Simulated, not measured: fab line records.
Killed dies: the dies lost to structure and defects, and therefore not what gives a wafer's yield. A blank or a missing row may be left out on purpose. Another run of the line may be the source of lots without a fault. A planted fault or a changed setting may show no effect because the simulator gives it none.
Matching of chambers / flow n5 finfet / pecvd-04 running N5_BEOL_M8_PECVD_70: 3 sister chambers
The step deposits SiO2 from TEOS/O2, target thk 20 nm, time 22.7 s. 14 wafers are shown with their chamber, then 7 later ones without.

WAFERS PAIRED WITH THEIR CHAMBERS
wafer=L077.1; chamber=1; throttle valve pct (%)=22.9; showerhead plenum p Torr (Torr)=8.84; heater power w (W)=814
wafer=L077.2; chamber=2; throttle valve pct (%)=20.9; showerhead plenum p Torr (Torr)=8.80; heater power w (W)=780
wafer=L077.6; chamber=1; throttle valve pct (%)=23.0; showerhead plenum p Torr (Torr)=8.81; heater power w (W)=799
wafer=L082.4; chamber=2; throttle valve pct (%)=20.9; showerhead plenum p Torr (Torr)=8.81; heater power w (W)=683
wafer=L082.5; chamber=0; throttle valve pct (%)=21.1; showerhead plenum p Torr (Torr)=8.90; heater power w (W)=755
wafer=L082.6; chamber=1; throttle valve pct (%)=23.0; showerhead plenum p Torr (Torr)=8.82; heater power w (W)=864
wafer=L084.1; chamber=2; throttle valve pct (%)=21.1; showerhead plenum p Torr (Torr)=8.79; heater power w (W)=788
wafer=L084.4; chamber=0; throttle valve pct (%)=21.0; showerhead plenum p Torr (Torr)=8.89; heater power w (W)=752
wafer=L084.6; chamber=0; throttle valve pct (%)=21.3; showerhead plenum p Torr (Torr)=8.87; heater power w (W)=741
wafer=L086.1; chamber=2; throttle valve pct (%)=20.7; showerhead plenum p Torr (Torr)=8.83; heater power w (W)=703
wafer=L086.2; chamber=1; throttle valve pct (%)=23.2; showerhead plenum p Torr (Torr)=8.82; heater power w (W)=830
wafer=L086.3; chamber=0; throttle valve pct (%)=21.1; showerhead plenum p Torr (Torr)=8.89; heater power w (W)=715
wafer=L088.1; chamber=0; throttle valve pct (%)=21.0; showerhead plenum p Torr (Torr)=8.88; heater power w (W)=717
wafer=L088.3; chamber=2; throttle valve pct (%)=21.0; showerhead plenum p Torr (Torr)=8.83; heater power w (W)=761

SIGNATURES, as means of the wafers listed above
reading=throttle valve pct; chamber 0=21.100; chamber 1=23.025; chamber 2=20.920; scatter within a chamber=0.133
reading=showerhead plenum p Torr; chamber 0=8.8860; chamber 1=8.8225; chamber 2=8.8120; scatter within a chamber=0.0144
reading=heater power w; chamber 0=736.00; chamber 1=826.75; chamber 2=743.00; scatter within a chamber=34
Rule: a wafer lies at a distance from a chamber equal to the root of the sum of squares, over the readings, of (its reading less the chamber's mean, divided by the reading's scatter). The wafer belongs to the nearest chamber; if the next one is less than 2 further off, it can't be placed. The scatter: take each reading less its chamber's mean, square it, sum over the shown wafers, divide by the number of wafers less the number of chambers, and take the root.

WAFERS WITH NO CHAMBER GIVEN
wafer=L088.6; throttle valve pct (%)=22.9; showerhead plenum p Torr (Torr)=8.86; heater power w (W)=822
wafer=L091.2; throttle valve pct (%)=22.8; showerhead plenum p Torr (Torr)=8.82; heater power w (W)=848
wafer=L091.4; throttle valve pct (%)=20.8; showerhead plenum p Torr (Torr)=8.81; heater power w (W)=667
wafer=L091.5; throttle valve pct (%)=23.1; showerhead plenum p Torr (Torr)=8.85; heater power w (W)=841
wafer=L092.1; throttle valve pct (%)=21.1; showerhead plenum p Torr (Torr)=8.88; heater power w (W)=661
wafer=L092.2; throttle valve pct (%)=21.2; showerhead plenum p Torr (Torr)=8.81; heater power w (W)=744
wafer=L092.5; throttle valve pct (%)=21.4; showerhead plenum p Torr (Torr)=8.88; heater power w (W)=674

WHICH CHAMBER EACH ONE RAN IN
wafer=L088.6; from the rows above=1; in truth=1
wafer=L091.2; from the rows above=1; in truth=1
wafer=L091.4; from the rows above=2; in truth=2
wafer=L091.5; from the rows above=1; in truth=1
wafer=L092.1; from the rows above=0; in truth=0
wafer=L092.2; from the rows above=2; in truth=2
wafer=L092.5; from the rows above=0; in truth=0
Placed correctly: 7 of 7. From these rows, 0 cannot be placed. 0 placed wrongly.
